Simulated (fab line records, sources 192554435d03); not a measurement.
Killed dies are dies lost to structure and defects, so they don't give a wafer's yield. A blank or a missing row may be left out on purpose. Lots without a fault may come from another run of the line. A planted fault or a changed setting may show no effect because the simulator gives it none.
Split-lot experiment | flow n5_finfet | 7 lots, 21 wafers read, on a route of 1938 steps

THE SPLIT
At N5_MOL_CONTACT_COAG_DESCUM_45 (chemistry O2, time 7 s), the setting time_s was moved away from the recipe's 7 s on 5 of the 21 wafers read, by -6.7% to +22.2%. The other wafers ran this setting at the recipe's value.

FROM THE SPLIT TO THE READING: what the file shows between them, 1 step
- N5_MOL_CONTACT_COAG_ETCH_65: etches underlayer in N2/H2, target depth 13 nm, time 10.4 s

THE READING
CAR-EUV_of_MOL_CONTACT_COAG_COAT_34.thk_nm (the simulator's own value, which no gauge read), in nm, at N5_MOL_CONTACT_COAG_ETCH_66 (etches SiARC in CF4, target depth 13 nm, time 21.7 s). The file gives no usual value for it. The 16 wafers here that ran the recipe average 16.9 nm, standard deviation 0.16 nm.

wafer  | tool, chamber at the split | time_s as run, s | against the recipe | CAR-EUV_of_MOL_CONTACT_COAG_COAT_34.thk_nm, nm | against lot-mates on the recipe
L074.1 | rie_diel-02, 2,3           | 8.555            | +22.2%             | 16.2                                           | -0.8
L074.2 | rie_diel-02, 2,3           | 8.555            | +22.2%             | 16.2                                           | -0.8
L074.6 | rie_diel-02, 2             | 7                | recipe             | 17                                             | -
L078.2 | rie_diel-02, 0             | 7                | recipe             | 17                                             | -
L078.3 | rie_diel-02, 2,3           | 7                | recipe             | 16.6                                           | -
L078.4 | rie_diel-02, 2,3           | 7                | recipe             | 16.8                                           | -
L080.1 | rie_diel-04, 1,3,2         | 7                | recipe             | 16.8                                           | -
L080.3 | rie_diel-04, 1,3,2         | 7                | recipe             | 16.8                                           | -
L080.4 | rie_diel-04, 1,3,2         | 7                | recipe             | 16.6                                           | -
L081.2 | rie_diel-02, 2,3           | 7                | recipe             | 17                                             | -
L081.4 | rie_diel-02, 2,3           | 7                | recipe             | 17                                             | -
L081.5 | rie_diel-02, 3             | 7                | recipe             | 17                                             | -
L089.1 | rie_diel-05, 2,0           | 7                | recipe             | 17                                             | -
L089.2 | rie_diel-05, 2,0           | 7                | recipe             | 17.2                                           | -
L089.3 | rie_diel-05, 1             | 7.925            | +13.2%             | 16.6                                           | -0.5
L091.2 | rie_diel-05, 2             | 6.53             | -6.7%              | 17.2                                           | +0.2
L091.5 | rie_diel-05, 2             | 6.53             | -6.7%              | 17.2                                           | +0.2
L091.4 | rie_diel-05, 3             | 7                | recipe             | 17                                             | -
L093.1 | rie_diel-04, 2,3           | 7                | recipe             | 17                                             | -
L093.4 | rie_diel-04, 2,3           | 7                | recipe             | 17                                             | -
L093.2 | rie_diel-04, 0             | 7                | recipe             | 16.8                                           | -
Where a row lists several chambers, the file gives one row for several wafers and doesn't say which wafer went through which chamber.

THE FIT
A straight line over all 21 wafers: CAR-EUV_of_MOL_CONTACT_COAG_COAT_34.thk_nm changes by -0.0321 nm for each +1% of time_s; r = -0.86; the points scatter about the line by 0.15 nm.
The same after taking each lot's own level away (the mean of its wafers on the recipe; 21 wafers): -0.0356 nm for each +1%; r = -0.95; scatter 0.091 nm.
On that fit, the largest move of time_s shifts the reading by 0.79 nm.
The lots' own levels span 16.73 to 17.10 nm, that is 2.3 times the standard deviation above.
So the lot-to-lot level changes the slope little: the two slopes agree.
Check: with one of the wafers moved furthest among these (+22.2%) left out of the fit, the line predicts -0.795 nm for it against its lot-mates. It came out at -0.8 nm against them.

OTHER SPLITS ON THESE WAFERS
These wafers also went through other splits before the reading. Each is held against what the fit with the lots' levels taken away leaves over:
other split on the same wafers        | wafers away from the commonest value | r with CAR-EUV_of_MOL_CONTACT_COAG_COAT_34.thk_nm (lot level and that fit taken away)
N5_MOL_CONTACT_COAG_COAT_02 spin_rpm  | 10                                   | -0.11
N5_MOL_CONTACT_COAG_ALD_27 ald_cycles | 6                                    | +0.35
N5_MOL_CONTACT_COAG_COAT_76 spin_rpm  | 12                                   | +0.21

THE WHOLE CHAIN: every reading that the file lists as answering this split, in the file's order
step                          | what it does                                                | reading                                                                                     | change (the file's fit)                | r (the file's)
N5_MOL_CONTACT_COAG_DESCUM_45 | chemistry O2, time 7 s                                      | CAR-EUV_of_MOL_CONTACT_COAG_COAT_34.thk_nm (the simulator's own value, which no gauge read) | -0.0342 nm for each +1% of the setting | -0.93
N5_MOL_CONTACT_COAG_ETCH_65   | etches underlayer in N2/H2, target depth 13 nm, time 10.4 s | CAR-EUV_of_MOL_CONTACT_COAG_COAT_34.thk_nm (the simulator's own value, which no gauge read) | -0.037 nm for each +1% of the setting  | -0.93
N5_MOL_CONTACT_COAG_ETCH_66   | etches SiARC in CF4, target depth 13 nm, time 21.7 s        | CAR-EUV_of_MOL_CONTACT_COAG_COAT_34.thk_nm (the simulator's own value, which no gauge read) | -0.0361 nm for each +1% of the setting | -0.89

THE FILE'S OWN FIT
CAR-EUV_of_MOL_CONTACT_COAG_COAT_34.thk_nm changes by -0.0361 nm for each +1% of time_s, r = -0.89.
